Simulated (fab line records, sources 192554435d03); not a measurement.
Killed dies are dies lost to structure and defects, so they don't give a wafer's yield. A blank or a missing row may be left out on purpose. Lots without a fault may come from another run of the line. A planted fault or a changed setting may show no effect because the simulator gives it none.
Split-lot experiment | flow n5_finfet | 7 lots, 21 wafers read, on a route of 1938 steps

THE SPLIT
At N5_BEOL_M6_EXPOSE_08 (exposes mask M6), the setting dose_mj was moved away from the recipe's 68.25 on 7 of the 21 wafers read, by -6.4% to +5.2%. The other wafers ran this setting at the recipe's value.

FROM THE SPLIT TO THE READING: what the file shows between them, 14 steps
- N5_BEOL_M6_PEB_09: peb time 60 s
- N5_BEOL_M6_DEVELOP_10: develop time 30 s
- N5_BEOL_M6_CD_MEAS_11: target cd 38.5 nm
- N5_BEOL_M6_ETCH_61: etches SiARC in CF4, target depth 45.5 nm, time 75.8 s (also split here: bias_w)
- N5_BEOL_M6_ETCH_62: etches SOC in N2/H2, target depth 110 nm, overetch 22 nm, time 165 s
- N5_BEOL_M6_STRIP_68: strips in N2/H2
- N5_BEOL_M6_STRIP_67: strips in CF4
- N5_BEOL_M6_HM_OPEN_17: chemistry Cl2/BCl3, target TiN, target depth 20 nm, overetch 6 nm
- N5_BEOL_M6_STRIP_19: strips in O2
- N5_BEOL_M6_CD_MEAS_18: pitch 80 nm, target cd 40 nm
- N5_BEOL_M6_COAT_63: time 60 s, resist thk 60 nm
- N5_BEOL_M6_COAT_64: time 60 s, resist thk 12 nm
- N5_BEOL_M6_PRECLEAN_42: cleans in residue remover, time 60 s
- N5_BEOL_M6_SRD_43: time 30 s

THE READING
cd_nm, in nm, at N5_BEOL_M6_CD_MEAS_35 (target cd 40 nm, target cd y 28 nm). Fault-free wafers of this fab line usually give 40.2 nm, standard deviation 0.49 nm.

wafer  | tool, chamber at the split | dose_mj as run | against the recipe | cd_nm, nm | against lot-mates on the recipe
L076.1 | arfi_scanner-01, 0         | 68.25          | recipe             | 40.4      | -
L076.5 | arfi_scanner-01, 0         | 71.29          | +4.5%              | 43.1      | +2.7
L076.6 | arfi_scanner-01, 0         | 71.29          | +4.5%              | 42.4      | +2.0
L080.1 | arfi_scanner-01, 0         | 68.25          | recipe             | 40.5      | -
L080.2 | arfi_scanner-01, 0         | 68.25          | recipe             | 40.6      | -
L080.6 | arfi_scanner-01, 0         | 64.24          | -5.9%              | 37.6      | -2.9
L086.3 | arfi_scanner-01, 0         | 68.25          | recipe             | 40.3      | -
L086.4 | arfi_scanner-01, 0         | 68.25          | recipe             | 40.5      | -
L086.5 | arfi_scanner-01, 0         | 68.25          | recipe             | 40.1      | -
L093.1 | arfi_scanner-01, 0         | 68.25          | recipe             | 40.2      | -
L093.4 | arfi_scanner-01, 0         | 68.25          | recipe             | 40.4      | -
L093.5 | arfi_scanner-01, 0         | 68.25          | recipe             | 39.4      | -
L091.1 | arfi_scanner-03, 0         | 68.25          | recipe             | 40.3      | -
L091.3 | arfi_scanner-03, 0         | 63.89          | -6.4%              | 37.5      | -2.8
L091.5 | arfi_scanner-03, 0         | 68.25          | recipe             | 40.3      | -
L097.2 | arfi_scanner-03, 0         | 71.81          | +5.2%              | 43.0      | +2.8
L097.5 | arfi_scanner-03, 0         | 68.25          | recipe             | 40.2      | -
L097.6 | arfi_scanner-03, 0         | 68.25          | recipe             | 40.1      | -
L096.1 | arfi_scanner-03, 0         | 68.25          | recipe             | 40.8      | -
L096.5 | arfi_scanner-03, 0         | 69.57          | +1.9%              | 41.0      | +0.2
L096.6 | arfi_scanner-03, 0         | 69.57          | +1.9%              | 41.6      | +0.8

THE FIT
A straight line over all 21 wafers: cd_nm changes by +0.489 nm for each +1% of dose_mj; r = +0.97; the points scatter about the line by 0.33 nm.
The same after taking each lot's own level away (the mean of its wafers on the recipe; 21 wafers): +0.487 nm for each +1%; r = +0.98; scatter 0.3 nm.
On that fit, the largest move of dose_mj shifts the reading by 3.1 nm.
The lots' own levels span 40.00 to 40.80 nm, that is 1.6 times the standard deviation above.
So the lot-to-lot level changes the slope little: the two slopes agree.
Check: with one of the wafers moved furthest among these (-6.4%) left out of the fit, the line predicts -3.28 nm for it against its lot-mates. It came out at -2.8 nm against them.

OTHER SPLITS ON THESE WAFERS
These wafers also went through other splits before the reading. Each is held against what the fit with the lots' levels taken away leaves over:
other split on the same wafers | wafers away from the commonest value | r with cd_nm (lot level and that fit taken away)
N5_BEOL_M6_ETCH_61 bias_w      | 4                                    | -0.14

THE WHOLE CHAIN: every reading that the file lists as answering this split, in the file's order
step                  | what it does                                                         | reading                                                               | change (the file's fit)               | r (the file's)
N5_BEOL_M6_CD_MEAS_11 | target cd 38.5 nm                                                    | cd_nm                                                                 | +0.459 nm for each +1% of the setting | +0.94
N5_BEOL_M6_ETCH_61    | etches SiARC in CF4, target depth 45.5 nm, time 75.8 s               | BEOL_M6.cd_offset_nm (the simulator's own value, which no gauge read) | +0.47 nm for each +1% of the setting  | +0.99
N5_BEOL_M6_ETCH_62    | etches SOC in N2/H2, target depth 110 nm, overetch 22 nm, time 165 s | BEOL_M6.cd_offset_nm (the simulator's own value, which no gauge read) | +0.464 nm for each +1% of the setting | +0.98
N5_BEOL_M6_HM_OPEN_17 | chemistry Cl2/BCl3, target TiN, target depth 20 nm, overetch 6 nm    | BEOL_M6.cd_offset_nm (the simulator's own value, which no gauge read) | +0.451 nm for each +1% of the setting | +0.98
N5_BEOL_M6_CD_MEAS_18 | pitch 80 nm, target cd 40 nm                                         | cd_nm                                                                 | +0.463 nm for each +1% of the setting | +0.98
N5_BEOL_M6_CD_MEAS_35 | target cd 40 nm, target cd y 28 nm                                   | cd_nm                                                                 | +0.496 nm for each +1% of the setting | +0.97

THE FILE'S OWN FIT
cd_nm changes by +0.496 nm for each +1% of dose_mj, r = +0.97.
